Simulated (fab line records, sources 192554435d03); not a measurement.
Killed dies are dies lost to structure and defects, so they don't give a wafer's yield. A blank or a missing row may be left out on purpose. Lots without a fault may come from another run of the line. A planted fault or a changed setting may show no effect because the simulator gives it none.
Which tool did it? | flow n5_finfet | 9 lots, 27 wafers sampled, at 6 steps of a route of 1938

WHAT THE GAUGES READ, wafer by wafer
N5_FIN_CUT_INSPECT_17: inspects for defects (brightfield).
lot  | measured    | on                | raw_defect_count
L962 | day 4 11:17 | defect_inspect-01 | 137 200 203
L963 | day 4 19:10 | defect_inspect-02 | 287 281 278
L964 | day 4 22:22 | defect_inspect-02 | 373 141 190
L965 | day 5 04:00 | defect_inspect-01 | 176 174 163
L968 | day 5 22:13 | defect_inspect-01 | 235 168 167
L971 | day 6 16:17 | defect_inspect-02 | 227 336 353
L972 | day 6 22:38 | defect_inspect-01 | 214 247 177
L974 | day 7 11:24 | defect_inspect-01 | 217 249 245
L976 | day 7 22:47 | defect_inspect-02 | 163 188 247

N5_STI_FIN_REVEAL_FIN_H_MEAS_10.
lot  | measured    | on     | trench_depth_nm (nm)
L962 | day 4 19:54 | ocd-02 | 48.8 48.7 47.6
L963 | day 5 04:53 | ocd-02 | 47.7 48.3 48.2
L964 | day 5 07:46 | ocd-01 | 48.2 49.3 48.8
L965 | day 5 13:22 | ocd-02 | 51.2 51.7 52.0
L968 | day 6 06:59 | ocd-01 | 52.6 52.0 51.3
L971 | day 7 00:59 | ocd-01 | 52.6 52.1 52.5
L972 | day 7 07:37 | ocd-02 | 52.3 52.9 52.5
L974 | day 7 20:28 | ocd-01 | 52.1 50.7 50.2
L976 | day 8 08:01 | ocd-02 | 51.4 52.1 51.6

N5_BEOL_M4_RC_MEAS_101.
lot  | measured     | on        | DIBL_N (mV/V)  | DIBL_P (mV/V)  | IOFF_N (nA/um) | IOFF_N_85C (nA/um) | IOFF_P (nA/um) | ION_N (uA/um) | ION_P (uA/um) | SS_N (mV/dec)  | SS_P (mV/dec)  | VT_N (mV)   | VT_P (mV)
L962 | day 11 02:52 | prober-01 | 40.6 40.8 49.4 | 37.9 38.0 43.6 | 0.29 0.30 1.15 | 5.3 5.3 16.4       | 0.24 0.24 0.48 | 640 643 648   | 434 434 430   | 75.2 75.9 86.0 | 74.7 74.7 77.8 | 248 250 244 | -252.5 -252.3 -248.7
L963 | day 11 04:19 | prober-02 | 42.0 41.2 43.1 | 40.8 37.1 39.6 | 0.41 0.42 0.51 | 6.9 7.1 8.3        | 0.33 0.24 0.29 | 639 629 640   | 428 426 434   | 76.9 78.6 79.0 | 76.6 74.1 75.2 | 248 248 245 | -251.1 -252.1 -252.9
L964 | day 10 11:23 | prober-01 | 38.7 37.9 36.8 | 40.3 36.7 34.6 | 0.19 0.18 0.16 | 3.6 3.5 3.2        | 0.41 0.22 0.20 | 625 632 615   | 435 443 429   | 73.0 73.0 73.9 | 78.2 74.0 72.8 | 256 254 260 | -250.2 -252.6 -252.0
L965 | day 11 08:05 | prober-01 | 35.0 38.4 38.7 | 33.1 38.1 39.4 | 0.12 0.20 0.20 | 2.4 3.7 3.7        | 0.16 0.23 0.25 | 660 671 673   | 450 455 459   | 70.9 72.2 71.8 | 73.1 73.1 74.1 | 254 248 248 | -254.4 -248.3 -248.3
L968 | day 12 00:50 | prober-02 | 37.1 34.1 35.4 | 38.8 35.2 36.9 | 0.18 0.12 0.13 | 3.4 2.5 2.7        | 0.21 0.16 0.17 | 677 658 653   | 459 452 448   | 71.9 70.2 71.9 | 73.7 72.8 72.6 | 249 256 256 | -252.9 -257.1 -255.8
L971 | day 12 22:46 | prober-01 | 37.1 35.1 37.7 | 38.5 35.2 38.7 | 0.16 0.12 0.17 | 3.1 2.5 3.3        | 0.23 0.20 0.24 | 678 664 680   | 465 463 470   | 71.7 71.3 71.9 | 73.3 72.1 73.4 | 251 257 250 | -248.7 -251.2 -249.4
L972 | day 12 17:22 | prober-01 | 39.2 34.6 35.4 | 40.2 35.4 35.4 | 0.21 0.13 0.13 | 3.9 2.6 2.6        | 0.26 0.18 0.19 | 685 673 662   | 468 462 455   | 71.6 71.3 71.5 | 74.1 73.0 73.3 | 246 254 254 | -249.3 -252.8 -252.0
L974 | day 14 04:22 | prober-01 | 36.3 36.6 35.2 | 34.9 36.3 33.6 | 0.15 0.15 0.13 | 3.0 3.1 2.7        | 0.20 0.22 0.17 | 679 671 661   | 465 459 450   | 71.5 70.9 71.0 | 73.1 73.6 71.9 | 246 249 250 | -251.2 -251.9 -253.3
L976 | day 14 06:26 | prober-01 | 37.2 37.9 39.3 | 37.1 36.6 38.0 | 0.16 0.16 0.20 | 3.1 3.1 3.7        | 0.21 0.21 0.25 | 673 681 687   | 457 461 464   | 71.4 72.1 72.2 | 73.4 74.0 73.7 | 250 250 247 | -252.4 -252.9 -246.7

WHICH TOOL RAN EACH LOT (tool, then ch and the chambers of the sampled wafers, then the start)
lot  | N5_FIN_CUT_CUT_ETCH_15          | N5_STI_FIN_REVEAL_ALD_00         | N5_STI_FIN_REVEAL_STRIP_35
L962 | rie_si-05 ch 0,3, day 4 10:50   | ald_sin-03 ch 1,2, day 4 11:19   | wet_bench-03 ch 3,4,5, day 4 19:39
L963 | rie_si-05 ch 0,2, day 4 18:53   | ald_sin-04 ch 0,2,3, day 4 20:15 | wet_bench-04 ch 0,3,6, day 5 04:37
L964 | rie_si-02 ch 1,3, day 4 22:05   | ald_sin-04 ch 0,1,2, day 4 22:24 | wet_bench-02 ch 0,3,7, day 5 07:31
L965 | rie_si-02 ch 1,2,3, day 5 03:43 | ald_sin-03 ch 0,2, day 5 04:41   | wet_bench-03 ch 2,5,7, day 5 13:07
L968 | rie_si-02 ch 0,2,3, day 5 21:52 | ald_sin-01 ch 0,1, day 5 22:22   | wet_bench-04 ch 0,1,5, day 6 06:43
L971 | rie_si-02 ch 0,1,2, day 6 16:00 | ald_sin-01 ch 1,3, day 6 16:19   | wet_bench-02 ch 5,6,7, day 7 00:44
L972 | rie_si-05 ch 0,1,3, day 6 22:13 | ald_sin-01 ch 0,1,3, day 6 22:47 | wet_bench-04 ch 0,5,6, day 7 07:22
L974 | rie_si-06 ch 1,3, day 7 10:56   | ald_sin-03 ch 1,2,3, day 7 11:26 | wet_bench-03 ch 1,4,7, day 7 20:13
L976 | rie_si-02 ch 0,3, day 7 22:19   | ald_sin-01 ch 2,3, day 7 22:50   | wet_bench-03 ch 0,2,5, day 8 07:46
- N5_FIN_CUT_CUT_ETCH_15: etches Si in HBr/Cl2/O2, target depth 100 nm, bt time 10 s, time 42.4 s.
- N5_STI_FIN_REVEAL_ALD_00: deposits SiO2, target thk 1 nm, pulse time 1 s.
- N5_STI_FIN_REVEAL_STRIP_35: strips Si3N4 in H3PO4, target depth 4 nm, time 39 s.

WHAT THE TOOLS THEMSELVES READ (means of the sampled wafers that have a number; where no wafer has one, the mark that the record gives instead)
N5_FIN_CUT_CUT_ETCH_15.
lot  | tool      | drypump_motor_current_A (A) | oes_product_au (a.u.) | throttle_valve_pct (%)
L962 | rie_si-05 | 6.1                         | 1.000                 | 37.38
L963 | rie_si-05 | 6.1                         | 1.022                 | 37.40
L964 | rie_si-02 | 5.7                         | 0.994                 | 37.33
L965 | rie_si-02 | 5.7                         | 0.994                 | 37.08
L968 | rie_si-02 | 5.5                         | 1.000                 | 37.18
L971 | rie_si-02 | 5.6                         | 1.003                 | 36.89
L972 | rie_si-05 | 6.1                         | 1.004                 | 37.22
L974 | rie_si-06 | 5.6                         | 0.993                 | 37.46
L976 | rie_si-02 | 5.5                         | 0.994                 | 37.44

N5_STI_FIN_REVEAL_ALD_00.
lot  | tool       | heater_power_w (W) | precursor_pulse_height_rel
L962 | ald_sin-03 | 462                | 0.998
L963 | ald_sin-04 | 499                | 0.997
L964 | ald_sin-04 | 483                | 0.995
L965 | ald_sin-03 | 521                | 0.999
L968 | ald_sin-01 | 476                | 0.988
L971 | ald_sin-01 | 469                | 0.996
L972 | ald_sin-01 | 485                | 0.975
L974 | ald_sin-03 | 486                | 1.025
L976 | ald_sin-01 | 505                | 0.997

N5_STI_FIN_REVEAL_STRIP_35.
lot  | tool         | bath_guard_temp_C (C) | bath_heat_duty_pct (%)
L962 | wet_bench-03 | -                     | -
L963 | wet_bench-04 | -                     | -
L964 | wet_bench-02 | -                     | -
L965 | wet_bench-03 | 164.5                 | 28
L968 | wet_bench-04 | 164.6                 | 27
L971 | wet_bench-02 | 164.6                 | 32
L972 | wet_bench-04 | 164.7                 | 25
L974 | wet_bench-03 | 165.1                 | 29
L976 | wet_bench-03 | 164.9                 | 26

THE ANSWER, worked out from the rows above alone
Rule: what is usual is taken from the lots themselves. Put in order of their means at a reading, lots are off if they are a third of the lots or fewer, leave a main group of 4 or more, and stand apart from it by a gap of 3 or more times the standard deviation of the main group's means; of several such gaps the widest counts. A main group whose means are all the same, to the digits that the tables above print for the reading, isn't used. A lot without any number at a reading at which 4 lots or more have one is off too. The other lots that the step has rows for count as sound. The gauges are gone through in route order, then the tools' own readings, and for those a lot's mean is taken as printed above. The first step at which some lot is off is used, and at that step the reading that is off furthest; a lot without a number counts as furthest.
Off: L962, L963, L964, at N5_STI_FIN_REVEAL_FIN_H_MEAS_10 (trench_depth_nm). The main group: mean 51.9 nm, standard deviation 0.52.
A tool fits if, at a process step before that reading, it ran every lot that is off, and no sound lot after the first of them. The gauges at N5_STI_FIN_REVEAL_FIN_H_MEAS_10 aren't tried: what is off there is off at N5_BEOL_M4_RC_MEAS_101 too, on other tools, and a gauge's error can't cause that. None of those tried fits.

WHAT THE SIMULATOR HAD PUT IN
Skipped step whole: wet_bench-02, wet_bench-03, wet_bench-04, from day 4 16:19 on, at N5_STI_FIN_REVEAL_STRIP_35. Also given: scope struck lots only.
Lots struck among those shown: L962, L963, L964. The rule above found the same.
